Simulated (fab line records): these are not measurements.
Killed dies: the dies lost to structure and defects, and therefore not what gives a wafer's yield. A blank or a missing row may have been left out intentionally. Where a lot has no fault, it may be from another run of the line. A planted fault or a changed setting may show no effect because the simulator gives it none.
What tool caused it? + flow n5-finfet + Sampling: 24 lots, 72 wafers, 3 of 1938 route steps

## WHAT THE GAUGES SHOWED, per wafer
N5_FIN_SAQP_CD_MEAS_16: target cd 35.6 nm.
| lot  | measured    | on        | cd-nm (nm)     |
|------|-------------|-----------|----------------|
| L074 | day 1 21:26 | cd-sem-03 | 36.0 35.4 35.8 |
| L075 | day 2 04:22 | cd-sem-03 | 35.4 35.1 35.1 |
| L076 | day 2 09:57 | cd-sem-01 | 35.8 35.1 35.9 |
| L077 | day 2 16:27 | cd-sem-01 | 35.5 35.8 35.7 |
| L078 | day 2 21:03 | cd-sem-02 | 35.9 35.3 36.1 |
| L079 | day 3 03:08 | cd-sem-02 | 35.3 35.5 35.5 |
| L080 | day 3 09:43 | cd-sem-01 | 35.5 35.6 35.9 |
| L081 | day 3 15:32 | cd-sem-03 | 35.9 35.9 35.4 |
| L082 | day 3 21:41 | cd-sem-01 | 35.5 35.3 35.3 |
| L083 | day 4 04:16 | cd-sem-01 | 36.2 36.1 35.9 |
| L084 | day 4 10:23 | cd-sem-02 | 35.4 35.1 35.9 |
| L085 | day 4 16:24 | cd-sem-02 | 35.1 35.4 35.5 |
| L086 | day 4 23:31 | cd-sem-03 | 36.5 35.7 36.0 |
| L087 | day 5 03:38 | cd-sem-02 | 35.8 35.6 34.7 |
| L088 | day 5 11:16 | cd-sem-01 | 35.7 35.3 35.9 |
| L089 | day 5 16:14 | cd-sem-02 | 36.2 35.6 35.6 |
| L090 | day 5 22:29 | cd-sem-03 | 35.2 35.6 35.5 |
| L091 | day 6 03:34 | cd-sem-03 | 35.4 35.8 35.6 |
| L092 | day 6 09:53 | cd-sem-01 | 35.3 35.3 35.6 |
| L093 | day 6 16:17 | cd-sem-03 | 35.5 36.1 36.1 |
| L094 | day 6 22:10 | cd-sem-01 | 35.7 35.8 35.8 |
| L095 | day 7 04:23 | cd-sem-01 | 35.5 35.1 35.2 |
| L096 | day 7 10:28 | cd-sem-02 | 35.9 35.6 35.8 |
| L097 | day 7 15:44 | cd-sem-01 | 35.9 36.1 35.3 |

N5_FIN_SAQP_OVL_MEAS_17.
| lot  | measured    | on         | FIN_CORE_OVL (nm) |
|------|-------------|------------|-------------------|
| L074 | day 1 21:28 | overlay-01 | 0.1 1.1 0.7       |
| L075 | day 2 04:24 | overlay-02 | -0.6 -0.6 1.0     |
| L076 | day 2 09:59 | overlay-01 | 0.4 -1.3 -0.6     |
| L077 | day 2 16:29 | overlay-01 | -0.3 -1.7 -0.9    |
| L078 | day 2 21:05 | overlay-02 | 0.3 -1.7 -1.1     |
| L079 | day 3 03:10 | overlay-01 | 0.9 -0.3 -0.5     |
| L080 | day 3 09:46 | overlay-01 | -2.2 -1.0 -0.4    |
| L081 | day 3 15:34 | overlay-02 | 0.0 -0.2 -0.7     |
| L082 | day 3 21:44 | overlay-02 | -0.6 -1.7 -2.8    |
| L083 | day 4 04:19 | overlay-01 | -0.1 -0.5 0.0     |
| L084 | day 4 10:26 | overlay-02 | -2.1 -2.2 -0.4    |
| L085 | day 4 16:26 | overlay-01 | -0.3 -1.4 -0.2    |
| L086 | day 4 23:33 | overlay-02 | -0.5 -0.5 0.9     |
| L087 | day 5 03:41 | overlay-02 | -0.4 -0.1 1.0     |
| L088 | day 5 11:18 | overlay-01 | 0.7 -0.6 0.0      |
| L089 | day 5 16:17 | overlay-01 | -1.2 -1.7 -0.7    |
| L090 | day 5 22:31 | overlay-01 | -1.5 0.2 -0.7     |
| L091 | day 6 03:37 | overlay-01 | -0.7 0.1 -0.7     |
| L092 | day 6 09:56 | overlay-01 | -0.5 0.0 -0.5     |
| L093 | day 6 16:19 | overlay-02 | -1.6 0.0 -1.0     |
| L094 | day 6 22:12 | overlay-01 | -0.2 -0.7 0.6     |
| L095 | day 7 04:25 | overlay-02 | -0.7 -1.9 0.0     |
| L096 | day 7 10:30 | overlay-02 | 0.1 0.3 -0.6      |
| L097 | day 7 15:46 | overlay-02 | 0.0 -1.1 -0.4     |

## EACH LOT AND THE TOOL THAT RAN IT (in order: tool; ch and the chambers of the sampled wafers; start)
| lot  | N5_ZERO_LAYER_ETCH_18           |
|------|---------------------------------|
| L074 | rie-si-01 ch 0,3, day 1 12:48   |
| L075 | rie-si-01 ch 0,1,3, day 1 18:47 |
| L076 | rie-si-03 ch 0,2,3, day 2 00:47 |
| L077 | rie-si-02 ch 0,1,3, day 2 06:47 |
| L078 | rie-si-03 ch 0,1,3, day 2 12:47 |
| L079 | rie-si-03 ch 2,3, day 2 18:53   |
| L080 | rie-si-03 ch 0,1,2, day 3 00:48 |
| L081 | rie-si-02 ch 0,1, day 3 06:48   |
| L082 | rie-si-01 ch 0,3, day 3 12:49   |
| L083 | rie-si-01 ch 0,1,3, day 3 18:49 |
| L084 | rie-si-01 ch 1,2,3, day 4 01:02 |
| L085 | rie-si-03 ch 2,3, day 4 06:55   |
| L086 | rie-si-03 ch 0,2,3, day 4 12:48 |
| L087 | rie-si-02 ch 0,1,3, day 4 18:55 |
| L088 | rie-si-01 ch 0,1,3, day 5 00:56 |
| L089 | rie-si-02 ch 1,2, day 5 06:49   |
| L090 | rie-si-03 ch 0,1,3, day 5 12:55 |
| L091 | rie-si-02 ch 0,1,2, day 5 18:56 |
| L092 | rie-si-01 ch 0,1, day 6 01:01   |
| L093 | rie-si-02 ch 0,3, day 6 07:10   |
| L094 | rie-si-03 ch 1,2,3, day 6 12:59 |
| L095 | rie-si-01 ch 1,2, day 6 18:47   |
| L096 | rie-si-02 ch 2,3, day 7 00:47   |
| L097 | rie-si-03 ch 1,2, day 7 07:05   |
- N5_ZERO_LAYER_ETCH_18: etches Si in HBr/Cl2, target depth 120 nm, time 40 s.

## WHAT THE TOOLS THEMSELVES READ (means of the sampled wafers that have a number; where no wafer has one, the mark that the record gives instead)
N5_ZERO_LAYER_ETCH_18.
| lot  | tool      | drypump-motor-current-A (A) | oes-product-au (a.u.) | throttle-valve-pct (%) |
|------|-----------|-----------------------------|-----------------------|------------------------|
| L074 | rie-si-01 | 6.1                         | 1.010                 | 36.13                  |
| L075 | rie-si-01 | 6.1                         | 0.998                 | 36.31                  |
| L076 | rie-si-03 | 5.8                         | 1.009                 | 36.03                  |
| L077 | rie-si-02 | 5.7                         | 0.989                 | 36.36                  |
| L078 | rie-si-03 | 5.4                         | 1.007                 | 35.99                  |
| L079 | rie-si-03 | 5.8                         | 1.020                 | 35.78                  |
| L080 | rie-si-03 | 5.8                         | 0.996                 | 36.21                  |
| L081 | rie-si-02 | 6.0                         | 0.994                 | 36.46                  |
| L082 | rie-si-01 | 5.7                         | 1.002                 | 36.15                  |
| L083 | rie-si-01 | 6.1                         | 1.000                 | 36.32                  |
| L084 | rie-si-01 | 6.4                         | 1.002                 | 36.30                  |
| L085 | rie-si-03 | 6.3                         | 1.013                 | 36.01                  |
| L086 | rie-si-03 | 5.8                         | 1.007                 | 36.03                  |
| L087 | rie-si-02 | 5.7                         | 0.995                 | 36.36                  |
| L088 | rie-si-01 | 6.1                         | 1.001                 | 36.32                  |
| L089 | rie-si-02 | 6.2                         | 0.994                 | 36.24                  |
| L090 | rie-si-03 | 5.4                         | 1.009                 | 36.00                  |
| L091 | rie-si-02 | 6.1                         | 0.994                 | 36.28                  |
| L092 | rie-si-01 | 6.0                         | 0.994                 | 36.48                  |
| L093 | rie-si-02 | 5.3                         | 0.986                 | 36.29                  |
| L094 | rie-si-03 | 5.9                         | 1.020                 | 35.97                  |
| L095 | rie-si-01 | 6.3                         | 0.996                 | 36.46                  |
| L096 | rie-si-02 | 5.7                         | 0.976                 | 36.04                  |
| L097 | rie-si-03 | 6.3                         | 1.011                 | 36.20                  |

## THE ANSWER, worked out from the rows above alone
Rule: what is usual is taken from the lots themselves. Put in order of their means at a reading, lots are off if they are a third of the lots or fewer, leave a main group of 4 or more, and stand apart from it by a gap of 3 or more times the standard deviation of the main group's means; of several such gaps the widest counts. Not used: any main group whose means are identical at the precision the tables above print for the reading. Also off: a lot with no number at a reading for which 4 or more lots have one. Where the step has rows for the other lots, those lots are counted as sound. The gauges are gone through in route order, then the tools' own readings, and for those a lot's mean is taken as printed above. At the first step where some lot is off, the reading lying furthest off is the one used; lots without a number count as furthest.
Across all readings shown, no lot is off: no conclusion can be drawn from this.

## WHAT THE SIMULATOR HAD INSERTED
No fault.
